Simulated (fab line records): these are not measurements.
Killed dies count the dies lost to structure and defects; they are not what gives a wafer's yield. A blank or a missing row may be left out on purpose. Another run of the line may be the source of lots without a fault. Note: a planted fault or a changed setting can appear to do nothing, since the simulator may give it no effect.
fab line records | flow nand_harc
[record] lots = 11 | wafers = 33 | last_day = 33
route steps=1302 shown A_SGD_CUT@919 A_SLIT@922 A_SIN_REMOVE@951 END@1302
lots that met no fault: from a run of the same line without faults
start_h: hours from the record's opening day to when the first of the lot's shown wafers began | wait_h: hours since the lot's step before | " repeats the value in the row above | L1.1+2: one row covering several wafers at once | - no value, or no start given | * or withheld: withheld | < > ~ a bound
route shown NAME@n: names a module that has steps shown in the file, with the first one's number in the route | usual: the fault-free wafers' mean and standard deviation | same: alike in all rows | chamber/n: place in a boat | sites: each site's reading | _std_site: standard deviation across them | _edge_site: inner sites' mean taken away from outer sites' mean | radius_mm: for every site, how far away it sits from the centre of the wafer | mask NAME#n: copy n | behind: the most recent tool/chamber to have shaped the wafer | hold: why the lot was held/for how many hours/how that ended | device: whichever transistor did not switch (one of n, p or np) | end of line: the same wafers' tests at the end of the route | step lacking rows: just its recipe | killed: dies lost to structure and defects at the first sort, not the wafer's yield | map: per-die view of a wafer (x killed, . not killed, _ where there is no die)
set.NAME: the setting as run; set.NAME@STEP: as run at that earlier step | model.NAME: the simulator's own value behind a step, which no gauge read
the route's steps for a sample of lots (tables are steps, rows are wafers)
services: when a tool's chamber went out of use (start_h, in hours from the record's first day, below 0 if earlier), for how many hours, and the reason
[[steps]]
[step NHARC_A_SGD_CUT_ETCHBACK_24]
[recipe] target_depth_a = 500 | over_etch_frac = 0.3 | time_s = 92.857 | ion_energy_ev = 120 | ch3f_flow_sccm = 50 | o2_flow_sccm = 30 | ar_flow_sccm = 200 | rf_w = 500 | bias_w = 100 | chemistry = CH3F/O2
[usual] chamber_pressure_mTorr = 25.001/0.024 | drypump_motor_current_A = 5.7/0.51 | oes_product_au = 0.97/0.031 | rf_vpp_V = 243.9/1.4 | showerhead_plenum_p_Torr = 2.43/0.084 | throttle_valve_pct = 20.663/0.0088
[same] over_etch_frac = 0.3
lot.wafer | tool        | chamber | start_h | wait_h | chamber_pressure_mTorr | drypump_motor_current_A | oes_product_au | rf_hours_counter_h | rf_vpp_V | showerhead_plenum_p_Torr | throttle_valve_pct
L864.1    | rie_diel-13 | 2       | 451.41  | 0.2    | 24.984                 | 5.7                     | 0.93           | 5.2                | 245.5    | 2.39                     | 20.669
L864.2    | "           | 3       | "       | "      | 25.008                 | 4.9                     | 0.93           | 3.9                | 243.0    | 2.32                     | 20.666
L864.6    | "           | 2       | "       | "      | 25.057                 | 5.7                     | 0.93           | -                  | 241.9    | 2.39                     | 20.657
L870.1    | rie_diel-12 | 2       | 508.12  | 0.1    | 25.041                 | 5.7                     | 0.99           | 4.4                | 242.4    | 2.39                     | 20.669
L870.4    | "           | 1       | "       | "      | 25.012                 | 5.1                     | 1.00           | 4.5                | 242.8    | 2.43                     | 20.681
L870.6    | "           | 3       | "       | "      | 24.996                 | 6.0                     | 0.99           | -                  | 242.9    | 2.38                     | 20.665
L872.4    | rie_diel-02 | 2       | 522.85  | 0.2    | 25.019                 | 5.6                     | 1.00           | 4.5                | 247.5    | 2.64                     | 20.662
L872.2    | "           | 0       | "       | "      | 24.996                 | 6.1                     | 0.98           | 5.0                | 242.3    | 2.35                     | 20.673
L872.1    | "           | 1       | "       | "      | 24.992                 | 5.4                     | 0.98           | 4.8                | 245.4    | 2.56                     | 20.674
L879.3    | rie_diel-13 | 2       | 583.67  | 0.1    | 25.024                 | 5.7                     | 1.00           | 3.8                | 243.2    | 2.39                     | 20.662
L879.5    | "           | 2       | "       | "      | 24.999                 | 5.7                     | 1.01           | -                  | 242.8    | 2.39                     | 20.659
L879.6    | "           | 3       | "       | "      | 25.012                 | 4.9                     | 1.00           | -                  | 241.6    | 2.32                     | 20.652
L880.3    | rie_diel-12 | 2       | 612.74  | 0.2    | 25.004                 | 5.7                     | 0.93           | 12.9               | 242.7    | 2.39                     | 20.669
L880.1    | "           | 3       | "       | "      | 24.959                 | 6.1                     | 0.93           | 12.9               | 242.6    | 2.38                     | 20.667
L880.5    | "           | 1       | "       | "      | 24.991                 | 5.1                     | 0.96           | -                  | 243.8    | 2.42                     | 20.673
L882.1    | rie_diel-13 | 0       | 626.99  | 0.1    | 25.003                 | 6.5                     | 0.92           | 6.0                | 242.2    | 2.35                     | 20.647
L882.2    | "           | 2       | "       | "      | 24.978                 | 5.7                     | 0.93           | 5.3                | 243.4    | 2.39                     | 20.671
L882.4    | "           | 3       | "       | "      | 25.001                 | 5.0                     | 0.93           | 4.9                | 242.8    | 2.32                     | 20.651
L885.2    | rie_diel-12 | 0       | 640.64  | 0.1    | 25.028                 | 6.5                     | 0.90           | 1.1                | 244.5    | 2.54                     | 20.648
L885.1    | "           | 3       | "       | "      | 25.037                 | 6.1                     | 0.92           | 1.5                | 243.3    | 2.37                     | 20.667
L885.5    | "           | 0       | "       | "      | 24.989                 | 6.5                     | 0.91           | -                  | 246.4    | 2.54                     | 20.678
L884.1    | rie_diel-02 | 0       | 640.66  | 0.2    | 25.013                 | 6.1                     | 0.93           | 3.1                | 242.6    | 2.35                     | 20.655
L884.4    | "           | 2       | "       | "      | 25.017                 | 5.6                     | 0.92           | 2.8                | 248.1    | 2.63                     | 20.680
L884.6    | "           | 3       | "       | "      | 25.002                 | 5.3                     | 0.93           | -                  | 245.0    | 2.45                     | 20.660
L883.1    | rie_diel-13 | 3       | 640.67  | 0.2    | 24.991                 | 4.9                     | 0.97           | 6.6                | 243.4    | 2.32                     | 20.655
L883.6    | "           | 1       | "       | "      | 25.002                 | 5.2                     | 0.96           | -                  | 243.2    | 2.46                     | 20.660
L883.5    | "           | 2       | "       | "      | 24.999                 | 5.6                     | 0.97           | -                  | 243.2    | 2.39                     | 20.670
L886.3    | rie_diel-13 | 1       | 640.81  | 0.1    | 25.003                 | 5.2                     | 1.01           | 8.1                | 244.1    | 2.46                     | 20.651
L886.1    | "           | 2       | "       | "      | 25.024                 | 5.6                     | 1.02           | 7.2                | 243.8    | 2.39                     | 20.659
L886.6    | "           | 1       | "       | "      | 24.981                 | 5.2                     | 1.00           | -                  | 243.6    | 2.46                     | 20.658
L887.2    | rie_diel-02 | 2       | 677.06  | 0.2    | 24.991                 | 5.6                     | 0.99           | 3.7                | 245.0    | 2.63                     | 20.669
L887.4    | "           | 0       | "       | "      | 25.029                 | 6.1                     | 1.00           | 4.3                | 243.4    | 2.35                     | 20.665
L887.1    | "           | 1       | "       | "      | 24.967                 | 5.3                     | 1.01           | 4.1                | 247.3    | 2.55                     | 20.670
[step NHARC_A_SLIT_DEP_25]
[recipe] target_thk_a = 2000 | temp_c = 400 | pressure_torr = 6.5 | rf_w = 900 | teos_flow_sccm = 161.4 | flow_sccm = 2650 | target_thk_nm = 200 | gas = O2 | material = SiO2
[usual] heater_power_w = 563/110 | throttle_valve_pct = 16.1/0.46
lot.wafer | tool     | chamber | start_h | wait_h | heater_power_w | throttle_valve_pct
L864.1    | pecvd-01 | 1       | 451.70  | 0.1    | 512            | 15.5
L864.2    | "        | 0       | "       | "      | 468            | 15.8
L864.6    | "        | 1       | "       | "      | 532            | 15.3
L870.1    | pecvd-03 | 1       | 508.46  | 0.1    | 565            | 16.6
L870.6    | "        | 1       | "       | "      | 578            | 16.9
L870.4    | "        | 2       | "       | "      | 510            | 15.5
L872.1    | pecvd-01 | 0       | 523.16  | 0.1    | 451            | 15.6
L872.2    | "        | 1       | "       | "      | 655            | 15.7
L872.4    | "        | 0       | "       | "      | 462            | 15.7
L879.3    | pecvd-03 | 0       | 584.06  | 0.1    | 604            | 16.3
L879.5    | "        | 2       | "       | "      | 501            | 15.6
L879.6    | "        | 0       | "       | "      | 604            | 15.9
L880.3    | pecvd-01 | 0       | 613.06  | 0.1    | 514            | 15.8
L880.1    | "        | 1       | "       | "      | 527            | 15.8
L880.5    | "        | 2       | "       | "      | 506            | 15.8
L882.1    | pecvd-03 | 2       | 627.30  | 0.1    | 542            | 15.8
L882.2    | "        | 1       | "       | "      | 496            | 17.1
L882.4    | "        | 2       | "       | "      | 544            | 15.8
L885.1    | pecvd-02 | 2       | 640.99  | 0.1    | 511            | 16.0
L885.2    | "        | 0       | "       | "      | 880            | 15.4
L885.5    | "        | 0       | "       | "      | 915            | 15.8
L883.1    | pecvd-03 | 0       | 641.02  | 0.1    | 575            | 16.3
L883.6    | "        | 1       | "       | "      | 548            | 17.1
L883.5    | "        | 2       | "       | "      | 512            | 15.5
L884.1    | pecvd-01 | 0       | 641.04  | 0.1    | 433            | 16.0
L884.6    | "        | 2       | "       | "      | 417            | 16.2
L884.4    | "        | 0       | "       | "      | 446            | 16.3
L886.1    | pecvd-03 | 0       | 641.18  | 0.1    | 614            | 16.2
L886.3    | "        | 2       | "       | "      | 569            | 15.9
L886.6    | "        | 0       | "       | "      | 632            | 16.5
L887.2    | pecvd-01 | 2       | 677.87  | 0.1    | 527            | 16.1
L887.1    | "        | 1       | "       | "      | 521            | 15.6
L887.4    | "        | 1       | "       | "      | 540            | 15.8
[step NHARC_A_SLIT_DEP_00]
[recipe] target_thk_a = 62000 | temp_c = 400 | material = aC
[usual] throttle_valve_pct = 35.000/0.0092
lot.wafer | tool       | chamber | start_h | wait_h | throttle_valve_pct
L864.1    | acl_dep-01 | 0       | 452.04  | -      | 35.000
L864.2    | "          | 0       | "       | "      | 34.989
L864.6    | "          | 0       | 455.19  | -      | 34.995
L870.1    | acl_dep-02 | 0       | 508.77  | -      | 34.993
L870.4    | "          | 0       | 510.62  | -      | 35.011
L870.6    | "          | 0       | 511.86  | -      | 34.980
L872.1    | acl_dep-03 | 0       | 523.50  | -      | 35.004
L872.2    | "          | 0       | "       | "      | 34.979
L872.4    | "          | 0       | 525.41  | -      | 35.007
L879.3    | acl_dep-01 | 0       | 587.34  | -      | 34.999
L879.5    | "          | 0       | 588.59  | -      | 35.010
L879.6    | "          | 0       | "       | "      | 34.999
L880.1    | acl_dep-02 | 0       | 619.83  | -      | 34.991
L880.3    | "          | 0       | 621.08  | -      | 35.009
L880.5    | "          | 0       | 622.33  | -      | 35.009
L882.1    | acl_dep-03 | 0       | 627.64  | -      | 34.997
L882.2    | "          | 0       | "       | "      | 35.007
L882.4    | "          | 0       | 629.51  | -      | 34.994
L883.1    | acl_dep-02 | 0       | 641.29  | -      | 35.005
L883.5    | "          | 0       | 643.81  | -      | 34.986
L883.6    | "          | 0       | "       | "      | 34.998
L885.1    | acl_dep-01 | 0       | 641.29  | -      | 34.995
L885.2    | "          | 0       | "       | "      | 34.983
L885.5    | "          | 0       | 643.79  | -      | 34.999
L884.1    | acl_dep-03 | 0       | 641.30  | -      | 35.001
L884.4    | "          | 0       | 643.16  | -      | 35.000
L884.6    | "          | 0       | 644.40  | -      | 34.999
L886.1    | acl_dep-03 | 0       | 645.02  | -      | 34.994
L886.3    | "          | 0       | 646.27  | -      | 34.980
L886.6    | "          | 0       | 648.16  | -      | 35.002
L887.1    | acl_dep-01 | 0       | 678.21  | -      | 35.008
L887.2    | "          | 0       | "       | "      | 34.980
L887.4    | "          | 0       | 680.10  | -      | 35.015
[step NHARC_A_SLIT_ETCH_26]
[recipe] bias_v = 400 | source_w = 2000 | pressure_mtorr = 25 | time_s = 90 | ar_flow_sccm = 375 | c4f8_flow_sccm = 41.7 | o2_flow_sccm = 83.3 | target_depth_a = 4000 | chemistry = C4F8/O2/Ar
[usual] chamber_pressure_mTorr = 25.006/0.024 | drypump_motor_current_A = 5.9/0.68 | showerhead_plenum_p_Torr = 3.77/0.11 | throttle_valve_pct = 27.619/0.0099
lot.wafer | tool        | chamber | start_h | wait_h | chamber_pressure_mTorr | drypump_motor_current_A | rf_hours_counter_h | showerhead_plenum_p_Torr | throttle_valve_pct
L864.1    | har_etch-02 | 0       | 461.64  | 3.1    | 24.976                 | 6.7                     | 38                 | 3.96                     | 27.614
L864.2    | "           | 1       | "       | "      | 24.978                 | 6.1                     | 38                 | 3.72                     | 27.610
L864.6    | "           | 0       | "       | "      | 24.972                 | 6.7                     | -                  | 3.96                     | 27.629
L870.1    | har_etch-02 | 1       | 518.13  | 3.0    | 25.007                 | 6.1                     | 72                 | 3.71                     | 27.628
L870.4    | "           | 0       | "       | "      | 24.934                 | 6.7                     | -                  | 3.94                     | 27.621
L870.6    | "           | 0       | "       | "      | 25.058                 | 6.7                     | -                  | 3.94                     | 27.606
L872.1    | har_etch-02 | 1       | 533.38  | 3.0    | 24.989                 | 6.1                     | 80                 | 3.70                     | 27.622
L872.2    | "           | 0       | "       | "      | 24.981                 | 6.7                     | 80                 | 3.93                     | 27.628
L872.4    | "           | 0       | "       | "      | 24.977                 | 6.7                     | -                  | 3.93                     | 27.620
L879.3    | har_etch-01 | 1       | 595.60  | 1.8    | 24.953                 | 5.3                     | -                  | 3.79                     | 27.624
L879.5    | "           | 1       | "       | "      | 25.021                 | 5.4                     | -                  | 3.79                     | 27.627
L879.6    | "           | 0       | "       | "      | 25.016                 | 4.9                     | -                  | 3.64                     | 27.591
L880.1    | har_etch-02 | 0       | 630.26  | 2.5    | 25.010                 | 6.7                     | 137                | 3.90                     | 27.598
L880.3    | "           | 0       | "       | "      | 25.015                 | 6.7                     | -                  | 3.90                     | 27.616
L880.5    | "           | 0       | "       | "      | 24.977                 | 6.7                     | -                  | 3.90                     | 27.626
L882.2    | har_etch-02 | 0       | 640.43  | 3.0    | 24.998                 | 6.7                     | 145                | 3.90                     | 27.645
L882.1    | "           | 1       | "       | "      | 24.980                 | 6.1                     | 145                | 3.67                     | 27.618
L882.4    | "           | 1       | "       | "      | 25.016                 | 6.1                     | -                  | 3.67                     | 27.622
L885.1    | har_etch-02 | 1       | 650.92  | 3.0    | 24.978                 | 6.1                     | 152                | 3.66                     | 27.609
L885.2    | "           | 0       | "       | "      | 25.020                 | 6.7                     | 152                | 3.89                     | 27.616
L885.5    | "           | 1       | "       | "      | 24.975                 | 6.1                     | -                  | 3.66                     | 27.608
L884.1    | har_etch-01 | 1       | 654.32  | 6.0    | 24.989                 | 5.4                     | 362                | 3.77                     | 27.609
L884.4    | "           | 1       | "       | "      | 25.000                 | 5.4                     | -                  | 3.77                     | 27.616
L884.6    | "           | 1       | "       | "      | 24.995                 | 5.4                     | -                  | 3.77                     | 27.625
L883.1    | har_etch-02 | 0       | 654.72  | 3.0    | 24.972                 | 6.7                     | 156                | 3.89                     | 27.610
L883.5    | "           | 0       | "       | "      | 25.004                 | 6.7                     | -                  | 3.89                     | 27.620
L883.6    | "           | 1       | "       | "      | 24.982                 | 6.1                     | -                  | 3.66                     | 27.615
L886.1    | har_etch-01 | 0       | 666.12  | 6.0    | 24.977                 | 4.9                     | 358                | 3.62                     | 27.623
L886.3    | "           | 0       | "       | "      | 24.998                 | 4.9                     | -                  | 3.62                     | 27.623
L886.6    | "           | 0       | "       | "      | 25.001                 | 4.9                     | -                  | 3.62                     | 27.619
L887.2    | har_etch-02 | 0       | 687.74  | 3.0    | 24.979                 | 6.7                     | 175                | 3.88                     | 27.605
L887.1    | "           | 1       | "       | "      | 24.975                 | 6.1                     | 175                | 3.65                     | 27.610
L887.4    | "           | 1       | "       | "      | 24.992                 | 6.1                     | -                  | 3.65                     | 27.619
[step NHARC_A_SIN_REMOVE_INSPECT_04]
[usual] raw_defect_count = 393/89
lot.wafer | tool              | chamber | start_h | wait_h | raw_defect_count
L864.1    | defect_inspect-02 | -       | 469.41  | 0.0    | 307
L864.2    | "                 | -       | "       | "      | 353
L864.6    | "                 | -       | "       | "      | 336
L870.1    | defect_inspect-02 | -       | 526.16  | 0.0    | 702
L870.4    | "                 | -       | "       | "      | 730
L870.6    | "                 | -       | "       | "      | 744
L872.1    | defect_inspect-02 | -       | 541.51  | 0.0    | 665
L872.2    | "                 | -       | "       | "      | 745
L872.4    | "                 | -       | "       | "      | 695
L879.3    | defect_inspect-01 | -       | 603.53  | 0.0    | 341
L879.5    | "                 | -       | "       | "      | 434
L879.6    | "                 | -       | "       | "      | 434
L880.1    | defect_inspect-01 | -       | 638.26  | 0.0    | 296
L880.3    | "                 | -       | "       | "      | 345
L880.5    | "                 | -       | "       | "      | 368
L882.1    | defect_inspect-02 | -       | 648.49  | 0.0    | 469
L882.2    | "                 | -       | "       | "      | 316
L882.4    | "                 | -       | "       | "      | 456
L885.1    | defect_inspect-02 | -       | 659.00  | 0.0    | 539
L885.2    | "                 | -       | "       | "      | 520
L885.5    | "                 | -       | "       | "      | 430
L884.1    | defect_inspect-02 | -       | 662.60  | 0.0    | 422
L884.4    | "                 | -       | "       | "      | 544
L884.6    | "                 | -       | "       | "      | 332
L883.1    | defect_inspect-01 | -       | 662.65  | 0.0    | 482
L883.5    | "                 | -       | "       | "      | 392
L883.6    | "                 | -       | "       | "      | 257
L886.1    | defect_inspect-01 | -       | 674.43  | 0.0    | 379
L886.3    | "                 | -       | "       | "      | 339
L886.6    | "                 | -       | "       | "      | 277
L887.1    | defect_inspect-01 | -       | 695.19  | 0.0    | 315
L887.2    | "                 | -       | "       | "      | 410
L887.4    | "                 | -       | "       | "      | 378
[step NHARC_END_SORT_01]
[recipe] temp_c = 25
[usual] killed_at_array = 46/15 | killed_at_other = 0.8/1.1 | killed_at_periphery = 4.0/2.9 | killed_dies = 50/15 | killed_open = 3.2/1.8 | killed_short = 2.3/1.6
[same] gross_dies = 677
lot.wafer | tool      | chamber | start_h | wait_h | killed_at_array | killed_at_other | killed_at_periphery | killed_dies | killed_open | killed_short
L870.1    | prober-02 | 0       | 624.26  | 2.5    | 70              | 0               | 0                   | 70          | 2           | 2
L870.4    | prober-02 | 0       | 626.65  | 3.4    | 57              | 0               | 7                   | 64          | 1           | 1
L870.6    | prober-02 | 0       | 628.25  | 4.0    | 54              | 0               | 2                   | 56          | 1           | 2
L872.1    | prober-01 | 0       | 638.69  | 2.5    | 71              | 0               | 2                   | 73          | 3           | 0
L872.2    | prober-01 | 0       | 639.50  | 2.8    | 49              | 1               | 5                   | 55          | 3           | 0
L872.4    | prober-01 | 0       | 641.12  | 3.4    | 50              | 0               | 5                   | 55          | 1           | 1
L879.5    | prober-02 | 0       | 709.48  | 3.7    | 55              | 1               | 0                   | 56          | 3           | 0
// killed by level:class
L870.1 A_SLIT:unspecified=47 A_CHANNEL_HOLE_D2:chamber_film_flake=6 A_STAIRCASE:chamber_film_flake=4 A_CONTACT:chamber_film_flake=3 A_CHANNEL_HOLE_D1:chamber_film_flake=2 A_ONON_D2:geometric_particle:short=1 A_CHANNEL_FILL_D2:geometric_particle:short=1 A_CHANNEL_FILL_D2:geometric_particle:open=1
L870.4 A_SLIT:unspecified=39 A_CHANNEL_HOLE_D2:chamber_film_flake=6 P_ZERO_WELL:chamber_film_flake=4 A_STAIRCASE:chamber_film_flake=3 P_M1:chamber_film_flake=2 A_SLIT:chamber_film_flake=2 A_CONTACT:chamber_film_flake=2 A_ONON_D1:geometric_particle:open=1
L870.6 A_SLIT:unspecified=39 A_STAIRCASE:chamber_film_flake=5 A_CHANNEL_HOLE_D2:chamber_film_flake=2 A_SLIT:chamber_film_flake=2 A_CONTACT:chamber_film_flake=2 P_M0:geometric_particle:short=1 A_DECK1_JOINT:geometric_particle:open=1 A_CHANNEL_FILL_D2:geometric_particle:short=1
L872.1 A_SLIT:unspecified=52 A_CHANNEL_HOLE_D2:chamber_film_flake=11 A_CHANNEL_HOLE_D1:chamber_film_flake=3 P_M1:geometric_particle:open=1 A_ONON_D2:geometric_particle:open=1 A_SGD_CUT:geometric_particle:open=1 A_CHANNEL_FILL_D2:chamber_film_flake=1 P_M0:chamber_film_flake=1
L872.2 A_SLIT:unspecified=35 A_CHANNEL_HOLE_D2:chamber_film_flake=4 A_CONTACT:chamber_film_flake=3 P_GATE:chamber_film_flake=2 A_CHANNEL_HOLE_D1:chamber_film_flake=2 A_DECK1_JOINT:chamber_film_flake=2 P_CONTACT:geometric_particle:open=1 P_M0:geometric_particle:open=1
L872.4 A_SLIT:unspecified=37 P_GATE:chamber_film_flake=3 A_CHANNEL_HOLE_D1:chamber_film_flake=3 A_CHANNEL_HOLE_D2:chamber_film_flake=2 A_CONTACT:chamber_film_flake=2 A_BONDPAD:chamber_film_flake=2 P_GATE:geometric_particle:short=1 A_M1:geometric_particle:open=1
L879.5 A_SLIT:chamber_film_flake=25 A_CHANNEL_HOLE_D2:chamber_film_flake=14 A_CONTACT:chamber_film_flake=9 A_CHANNEL_HOLE_D1:chamber_film_flake=4 A_WL_FILL:geometric_particle:open=1 A_BLC:geometric_particle:open=1 A_M1:geometric_particle:open=1 THIN_TSV:chamber_film_flake=1
[[services]]
tool        | chamber | start_h | hours | kind
rie_diel-12 | -       | 445.40  | 9.0   | pm
rie_diel-02 | 0       | 449.94  | 10.9  | repair
acl_dep-01  | -       | 467.36  | 4.6   | repair
acl_dep-03  | -       | 487.87  | 13.0  | pm
rie_diel-12 | 2       | 491.65  | 2.8   | repair
pecvd-01    | -       | 492.56  | 2.3   | repair
pecvd-01    | -       | 498.23  | 13.0  | pm
rie_diel-02 | 2       | 514.27  | 4.9   | repair
rie_diel-13 | 1       | 517.50  | 1.8   | repair
rie_diel-13 | -       | 519.00  | 9.0   | pm
pecvd-03    | -       | 547.00  | 13.0  | pm
pecvd-02    | -       | 547.36  | 3.9   | repair
acl_dep-01  | -       | 549.33  | 13.0  | pm
rie_diel-12 | 1       | 554.42  | 7.1   | repair
rie_diel-12 | 2       | 554.98  | 1.9   | repair
rie_diel-12 | -       | 561.29  | 0.2   | repair
rie_diel-02 | -       | 570.70  | 9.0   | pm
rie_diel-13 | -       | 595.37  | 2.4   | repair
acl_dep-02  | -       | 606.83  | 13.0  | pm
rie_diel-12 | -       | 622.40  | 9.0   | pm
rie_diel-13 | -       | 645.25  | 1.0   | repair
rie_diel-13 | 2       | 646.59  | 5.3   | repair
acl_dep-03  | -       | 669.60  | 13.0  | pm
pecvd-01    | -       | 679.23  | 13.0  | pm
[[key]]
[first_sign] step = NHARC_A_SIN_REMOVE_INSPECT_04 | reading = raw_defect_count | direction = up | sigmas = 3.6 | usual = 393 | struck = 714
[more_kills_born_at] NHARC_A_SLIT_ETCH_26@har_etch-02 = 199
met_at NHARC_A_SLIT_ETCH_26
struck_lots L870,L872
tester_left_out L870,L872
not_acting_at NHARC_A_SGD_CUT_ETCHBACK_24,NHARC_A_SLIT_DEP_25,NHARC_A_SLIT_DEP_00
onset_between 461.64 518.13
[fault] kind = chamber_particle_source | tool = har_etch-02 | chamber = - | onset_h = 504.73 | steps = NHARC_A_SLIT_ETCH_26 | rate_per_visit_cm2 = 0.67614 | end_h = 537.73
// tester_left_out: of these lots the tester's yield and bins aren't shown, on N5 and GAA mostly nor the transistor test; their killed dies are dies lost to structure and defects alone, not to doping, threshold or leakage, so they don't give the yield
